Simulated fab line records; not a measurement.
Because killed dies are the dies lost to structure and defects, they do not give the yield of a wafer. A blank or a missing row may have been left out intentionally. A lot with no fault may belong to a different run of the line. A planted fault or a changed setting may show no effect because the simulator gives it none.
Which tool is to blame? | flow nandHarc | 13 lots, 39 wafers sampled, at 5 steps of a route of 1302

## WHAT THE GAUGES READ, wafer by wafer
NHARC_THIN_TSV_CD_MEAS_12: the cd target is 1000 nm.
lot  | measured     | on       | cdNm (nm)
L742 | day 24 05:31 | cdSem-03 | 1002.3 1000.7 1003.8
L741 | day 24 09:19 | cdSem-03 | 994.9 994.3 996.0
L748 | day 27 00:47 | cdSem-02 | 1006.0 1004.0 1003.0
L747 | day 27 02:07 | cdSem-03 | 999.2 998.0 995.5
L753 | day 29 06:38 | cdSem-02 | 998.2 998.9 999.2
L755 | day 29 15:12 | cdSem-01 | 1006.7 1007.3 1005.6
L756 | day 30 14:41 | cdSem-03 | 1001.1 1004.8 1001.3
L754 | day 30 19:31 | cdSem-02 | 997.4 999.1 997.8
L757 | day 31 08:11 | cdSem-02 | 999.1 997.0 997.7
L758 | day 31 09:17 | cdSem-02 | 1003.2 999.7 997.1
L759 | day 32 03:20 | cdSem-01 | 1005.5 1004.9 1002.4
L761 | day 33 02:25 | cdSem-02 | 997.2 998.3 1001.5
L763 | day 33 05:04 | cdSem-01 | 1000.0 1003.9 1000.1

NHARC_END_SORT_01.
lot  | measured     | on        | defectLimitedYield (%) | killedAtArray | killedAtOther | killedAtPeriphery | killedDies | killedOpen | killedShort
L748 | day 27 13:40 | prober-01 | 85.2 83.3 86.9         | 87 95 78      | 9 13 9        | 4 5 2             | 100 113 89 | 9 12 7     | 2 6 3
L747 | day 27 22:22 | prober-02 | 85.7 86.3 86.6         | 84 88 82      | 10 3 8        | 3 2 1             | 97 93 91   | 7 3 8      | 3 2 1
L753 | day 30 00:38 | prober-01 | 93.1 91.9 91.4         | 38 43 49      | 0 0 2         | 9 12 7            | 47 55 58   | 1 3 4      | 1 3 2
L755 | day 30 09:40 | prober-02 | 83.9 83.3 86.0         | 102 110 92    | 1 0 0         | 6 3 3             | 109 113 95 | 6 2 1      | 5 5 3
L756 | day 31 05:39 | prober-01 | 87.1 87.4 87.0         | 81 82 78      | 0 0 1         | 6 3 9             | 87 85 88   | 4 0 5      | 0 2 1
L754 | day 31 10:38 | prober-02 | 87.0 90.0 87.6         | 85 68 83      | 1 0 0         | 2 0 1             | 88 68 84   | 9 1 3      | 2 1 6
L757 | day 32 04:25 | prober-01 | 86.1 86.0 87.4         | 91 84 80      | 0 3 1         | 3 8 4             | 94 95 85   | 3 9 1      | 2 3 0
L758 | day 32 04:25 | prober-02 | 90.7 89.4 90.5         | 61 58 56      | 0 1 0         | 2 13 8            | 63 72 64   | 0 4 7      | 0 5 0
L759 | day 32 18:08 | prober-01 | 89.8 88.3 91.3         | 65 69 53      | 0 1 0         | 4 9 6             | 69 79 59   | 3 6 1      | 5 3 3
L761 | day 33 16:55 | prober-02 | 92.8 92.2 92.8         | 43 52 48      | 0 0 0         | 6 1 1             | 49 53 49   | 1 2 2      | 1 2 2
L763 | day 34 00:38 | prober-01 | 91.1 91.6 91.7         | 55 51 51      | 1 1 1         | 4 5 4             | 60 57 56   | 4 3 6      | 3 4 1

## TOOL THAT RAN EACH LOT (tool first, then ch and the chambers of the sampled wafers, then the start)
lot  | NHARC_A_BONDPAD_ETCH_24                      | NHARC_THIN_TSV_STRIP_62             | NHARC_THIN_TSV_DEGAS_53
L742 | rieDiel-02 ch 1,2,3, day 23 17:04            | plasmaAsher-01 ch 0,1, day 24 08:19 | pvdSputter-01, day 24 10:27
L741 | rieDiel-12 ch 0,1,2, day 24 09:19 or earlier | plasmaAsher-01 ch 0,1, day 24 11:55 | pvdSputter-02, day 24 14:03
L748 | rieDiel-12 ch 0,1,2, day 26 10:04            | plasmaAsher-01 ch 0,1, day 27 03:23 | pvdSputter-02, day 27 05:33
L747 | rieDiel-06 ch 0,1, day 27 02:07 or earlier   | plasmaAsher-02 ch 0, day 27 04:52   | pvdSputter-03, day 27 07:01
L753 | rieDiel-06 ch 1,2,3, day 29 06:38 or earlier | plasmaAsher-01 ch 0,1, day 29 09:16 | pvdSputter-01, day 29 11:25
L755 | rieDiel-12 ch 1,2, day 29 15:12 or earlier   | plasmaAsher-01 ch 0,1, day 29 17:51 | pvdSputter-02, day 29 19:59
L756 | rieDiel-06 ch 0,1,3, day 30 14:41 or earlier | plasmaAsher-01 ch 0,1, day 30 17:21 | pvdSputter-01, day 30 19:30
L754 | rieDiel-02 ch 0,1, day 30 19:31 or earlier   | plasmaAsher-01 ch 0,1, day 30 22:12 | pvdSputter-03, day 31 00:22
L757 | rieDiel-12 ch 0,1,2, day 31 08:11 or earlier | plasmaAsher-01 ch 0,1, day 31 11:07 | pvdSputter-02, day 31 13:19
L758 | rieDiel-12 ch 1,2, day 31 09:17 or earlier   | plasmaAsher-02 ch 0,1, day 31 12:07 | pvdSputter-01, day 31 14:13
L759 | rieDiel-06 ch 2,3, day 32 03:20 or earlier   | plasmaAsher-02 ch 1, day 32 05:57   | pvdSputter-02, day 32 08:05
L761 | rieDiel-12 ch 2,3, day 33 02:25 or earlier   | plasmaAsher-01 ch 0,1, day 33 05:10 | pvdSputter-01, day 33 07:21
L763 | rieDiel-12 ch 1,2,3, day 33 05:04 or earlier | plasmaAsher-01 ch 0,1, day 33 07:40 | pvdSputter-03, day 33 09:48
- NHARC_A_BONDPAD_ETCH_24: etches the open film in CF4/N2, target depth 30 nm, time 72.99 s.
- NHARC_THIN_TSV_STRIP_62: strips in N2/H2, time 20 s.
- NHARC_THIN_TSV_DEGAS_53: time 60 s.

## AS READ BY THE TOOLS THEMSELVES (means over the sampled wafers that have a number; for cases with no such wafer, the mark the record gives instead)
NHARC_A_BONDPAD_ETCH_24.
lot  | tool       | drypumpMotorCurrentA (A) | oesProductAu (a.u.) | rfVppV (V) | showerheadPlenumPTorr (Torr) | throttleValvePct (%)
L742 | rieDiel-02 | 6.2                      | 1.003               | 314.1      | 2.64                         | 19.796
L741 | rieDiel-12 | 5.6                      | 0.999               | 314.5      | 2.60                         | 19.795
L748 | rieDiel-12 | 5.6                      | 0.991               | 313.8      | 2.60                         | 19.800
L747 | rieDiel-06 | 5.6                      | 0.998               | 315.8      | 2.72                         | 19.798
L753 | rieDiel-06 | 5.3                      | 1.003               | 312.7      | 2.54                         | 19.801
L755 | rieDiel-12 | 5.3                      | 1.013               | 312.4      | 2.58                         | 19.801
L756 | rieDiel-06 | 5.4                      | 1.001               | 314.0      | 2.62                         | 19.795
L754 | rieDiel-02 | 5.9                      | 1.014               | 315.9      | 2.69                         | 19.789
L757 | rieDiel-12 | 5.6                      | 0.985               | 314.1      | 2.60                         | 19.792
L758 | rieDiel-12 | 5.4                      | 0.992               | 314.9      | 2.68                         | 19.797
L759 | rieDiel-06 | 5.6                      | 1.008               | 312.8      | 2.57                         | 19.804
L761 | rieDiel-12 | 5.5                      | 0.990               | 314.6      | 2.71                         | 19.794
L763 | rieDiel-12 | 5.5                      | 1.000               | 314.5      | 2.69                         | 19.788

NHARC_THIN_TSV_STRIP_62.
lot  | tool           | drypumpMotorCurrentA (A) | heaterPowerW (W) | rfReflPowerW (W)
L742 | plasmaAsher-01 | 6.0                      | 336              | 23.5
L741 | plasmaAsher-01 | 5.9                      | 328              | -
L748 | plasmaAsher-01 | -                        | -                | -
L747 | plasmaAsher-02 | -                        | -                | -
L753 | plasmaAsher-01 | 5.9                      | 327              | 22.1
L755 | plasmaAsher-01 | 6.0                      | 336              | 24.2
L756 | plasmaAsher-01 | 5.9                      | 324              | -
L754 | plasmaAsher-01 | 6.0                      | 326              | -
L757 | plasmaAsher-01 | 6.0                      | 327              | 23.4
L758 | plasmaAsher-02 | 6.2                      | 314              | 22.9
L759 | plasmaAsher-02 | 5.5                      | 285              | 24.2
L761 | plasmaAsher-01 | 5.9                      | 325              | 22.0
L763 | plasmaAsher-01 | 5.9                      | 324              | 22.5

NHARC_THIN_TSV_DEGAS_53.
lot  | tool          | heaterPowerW (W)
L742 | pvdSputter-01 | 470
L741 | pvdSputter-02 | 493
L748 | pvdSputter-02 | 459
L747 | pvdSputter-03 | 462
L753 | pvdSputter-01 | 439
L755 | pvdSputter-02 | 493
L756 | pvdSputter-01 | 475
L754 | pvdSputter-03 | 486
L757 | pvdSputter-02 | 516
L758 | pvdSputter-01 | 473
L759 | pvdSputter-02 | 529
L761 | pvdSputter-01 | 437
L763 | pvdSputter-03 | 520

## THE ANSWER, worked out from the rows above alone
Rule: the usual values come from the lots themselves. Put in order of their means at a reading, lots are off if they are a third of the lots or fewer, leave a main group of 4 or more, and stand apart from it by a gap of 3 or more times the standard deviation of the main group's means; of several such gaps the widest counts. Not used: any main group whose means are identical at the precision the tables above print for the reading. A lot without any number at a reading at which 4 lots or more have one is off too. All remaining lots with rows at the step are treated as sound. The gauges are gone through in route order, then the tools' own readings, and for those a lot's mean is taken as printed above. The first step at which some lot is off is used, and at that step the reading that is off furthest; a lot without a number counts as furthest.
Off: L748, L747 (NHARC_END_SORT_01, killedAtOther). The main group has a mean of 0.5 with a standard deviation of 0.39. Neither off nor sound, because the step has no rows for them: L742, L741.
If a tool, at a process step before that reading, ran all the lots that are off and no sound lot after the first of them, it fits. The gauges at NHARC_END_SORT_01 aren't tried: what is off there is off at NHARC_THIN_TSV_STRIP_62 too, on other tools, and a gauge's error can't cause that. With no start given for some of its lots, NHARC_A_BONDPAD_ETCH_24 uses the hours and lot order of NHARC_THIN_TSV_CD_MEAS_12. Of those tried, none fits.

## WHAT HAD BEEN PUT IN BY THE SIMULATOR
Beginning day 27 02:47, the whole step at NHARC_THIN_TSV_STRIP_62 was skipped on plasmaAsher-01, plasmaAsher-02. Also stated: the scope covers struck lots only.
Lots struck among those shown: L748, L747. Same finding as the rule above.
